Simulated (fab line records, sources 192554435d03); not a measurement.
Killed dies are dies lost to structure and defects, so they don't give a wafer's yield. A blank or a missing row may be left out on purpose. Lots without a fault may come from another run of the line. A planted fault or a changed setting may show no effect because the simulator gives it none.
Which tool did it? | flow n5_finfet | 13 lots, 36 wafers sampled, at 5 steps of a route of 1938

WHAT THE GAUGES READ, wafer by wafer
N5_BEOL_M7_CD_MEAS_35: target cd 40 nm. Usual: cd_nm 39.8 nm, standard deviation 0.53.
lot  | measured     | on        | cd_nm (nm)     | flag
L979 | day 9 14:16  | cd_sem-03 | 40.2 39.4 40.1 |
L980 | day 10 10:58 | cd_sem-01 | 38.9 40.0 38.9 |
L982 | day 10 20:29 | cd_sem-02 | 40.8 41.6 41.2 |
L983 | day 11 02:53 | cd_sem-03 | 38.3 38.8 39.2 |
L984 | day 11 04:11 | cd_sem-01 | 39.7 40.0 40.4 |
L986 | day 11 16:25 | cd_sem-02 | 40.1 40.2 39.9 |
L988 | day 11 19:16 | cd_sem-01 | 39.6 39.4 39.7 |
L987 | day 11 21:08 | cd_sem-01 | 39.3 40.2 39.9 |
L990 | day 12 17:38 | cd_sem-02 | 39.8 39.8 38.9 |
L992 | day 13 05:39 | cd_sem-03 | 39.9 39.7      |
L998 | day 16 00:34 | cd_sem-03 | 40.2 40.3 40.5 |
L999 | day 16 00:39 | cd_sem-01 | 39.3 40.2      |
L100 | day 16 03:11 | cd_sem-03 | 40.5 39.5      |

N5_BEOL_M7_THK_MEAS_53: measures by xrf. Usual: M7_THK 79.8 nm, standard deviation 1.7.
lot  | measured     | on            | M7_THK (nm)    | flag
L979 | day 9 16:22  | film_metro-02 | 84.6 81.4 81.7 |
L980 | day 10 14:41 | film_metro-02 | 80.3 80.2 78.5 |
L982 | day 11 00:11 | film_metro-01 | 78.9 77.6 81.7 |
L983 | day 11 05:31 | film_metro-02 | 77.4 79.5 82.0 |
L984 | day 11 06:18 | film_metro-02 | 78.1 80.7 77.3 |
L986 | day 11 18:34 | film_metro-01 | 83.4 80.9 81.5 |
L988 | day 11 21:02 | film_metro-01 | 81.8 79.7 78.2 |
L987 | day 11 23:04 | film_metro-02 | 78.9 82.4 77.4 |
L990 | day 12 21:20 | film_metro-02 | 79.5 80.8 81.4 |
L992 | day 13 10:59 | film_metro-02 | 76.4 78.0      |
L998 | day 16 04:26 | film_metro-01 | 81.9 80.4 80.4 |
L999 | day 16 04:31 | film_metro-02 | 82.1 79.4      |
L100 | day 16 05:19 | film_metro-01 | 84.2 80.3      |

WHICH TOOL RAN EACH LOT (tool, then ch and the chambers of the sampled wafers, then the start)
lot  | N5_BEOL_M7_SURFACE_TREAT_79  | N5_BEOL_M7_ECD_50              | N5_BEOL_M7_CMP_52
L979 | pvd_sputter-01, day 9 15:15  | ecd_cu-01 ch 0,1, day 9 15:41  | cmp-02 ch 2,3, day 9 16:07
L980 | pvd_sputter-02, day 10 12:50 | ecd_cu-02 ch 0,1, day 10 13:29 | cmp-04 ch 0,1, day 10 14:23
L982 | pvd_sputter-01, day 10 23:09 | ecd_cu-02 ch 0,1, day 10 23:31 | cmp-03 ch 1,3, day 10 23:53
L983 | pvd_sputter-01, day 11 04:08 | ecd_cu-01 ch 0,1, day 11 04:35 | cmp-03 ch 1,2, day 11 05:13
L984 | pvd_sputter-01, day 11 05:14 | ecd_cu-02 ch 0, day 11 05:36   | cmp-02 ch 1,3, day 11 06:02
L986 | pvd_sputter-01, day 11 17:27 | ecd_cu-02 ch 0,1, day 11 17:50 | cmp-04 ch 1,2,3, day 11 18:23
L988 | pvd_sputter-02, day 11 20:04 | ecd_cu-02 ch 0,1, day 11 20:23 | cmp-02 ch 0,1,3, day 11 20:47
L987 | pvd_sputter-03, day 11 21:53 | ecd_cu-02 ch 0,1, day 11 22:22 | cmp-02 ch 1,2, day 11 22:46
L990 | pvd_sputter-02, day 12 20:10 | ecd_cu-02 ch 0,1, day 12 20:39 | cmp-04 ch 0,2,3, day 12 21:03
L992 | pvd_sputter-02, day 13 09:32 | ecd_cu-02 ch 0,1, day 13 10:06 | cmp-03 ch 0,1, day 13 10:44
L998 | pvd_sputter-01, day 16 02:50 | ecd_cu-01 ch 0,1, day 16 03:14 | cmp-02 ch 0,1,2, day 16 04:10
L999 | pvd_sputter-01, day 16 03:22 | ecd_cu-02 ch 0,1, day 16 03:50 | cmp-03 ch 0,2, day 16 04:13
L100 | pvd_sputter-03, day 16 04:05 | ecd_cu-02 ch 0,1, day 16 04:25 | cmp-03 ch 0,2, day 16 05:04
- N5_BEOL_M7_SURFACE_TREAT_79
- N5_BEOL_M7_ECD_50: material Cu, target thk 300 nm.
- N5_BEOL_M7_CMP_52: polishes, stops on SiCOH lowk, t overpolish 6.9 s, target thk 80 nm.

WHAT THE TOOLS THEMSELVES READ (means of the sampled wafers that have a number; where no wafer has one, the mark that the record gives instead)
N5_BEOL_M7_CMP_52. Usual: motor_current_A 6.1 A, standard deviation 0.53; time_to_endpoint_s 62 s, standard deviation 3.
lot  | tool   | motor_current_A (A) | time_to_endpoint_s (s) | flag
L979 | cmp-02 | 6.1                 | 66                     |
L980 | cmp-04 | 6.0                 | 62                     |
L982 | cmp-03 | 5.8                 | 64                     |
L983 | cmp-03 | 6.2                 | 60                     |
L984 | cmp-02 | 5.6                 | 62                     |
L986 | cmp-04 | 6.7                 | 60                     |
L988 | cmp-02 | 6.0                 | 63                     |
L987 | cmp-02 | 6.1                 | 51                     | OFF
L990 | cmp-04 | 6.4                 | 47                     | OFF
L992 | cmp-03 | 6.7                 | 45                     | OFF
L998 | cmp-02 | 6.1                 | 59                     |
L999 | cmp-03 | 5.9                 | 64                     |
L100 | cmp-03 | 6.0                 | 66                     |

THE ANSWER, worked out from the rows above alone
Rule: a lot is off if the mean of its wafers that have a number lies more than 3 standard deviations from the usual mean. A lot without any number at a reading at which 4 lots or more have one is off too. The other lots that the step has rows for count as sound. The gauges are gone through in route order, then the tools' own readings, and for those a lot's mean is taken as printed above. The first step at which some lot is off is used, and at that step the reading that is off furthest; a lot without a number counts as furthest.
Off: L987, L990, L992, at N5_BEOL_M7_CMP_52 (time_to_endpoint_s).
A tool fits if, at that step or a process step before it, it ran every lot that is off, and no sound lot after the first of them. None of those tried fits.

WHAT THE SIMULATOR HAD PUT IN
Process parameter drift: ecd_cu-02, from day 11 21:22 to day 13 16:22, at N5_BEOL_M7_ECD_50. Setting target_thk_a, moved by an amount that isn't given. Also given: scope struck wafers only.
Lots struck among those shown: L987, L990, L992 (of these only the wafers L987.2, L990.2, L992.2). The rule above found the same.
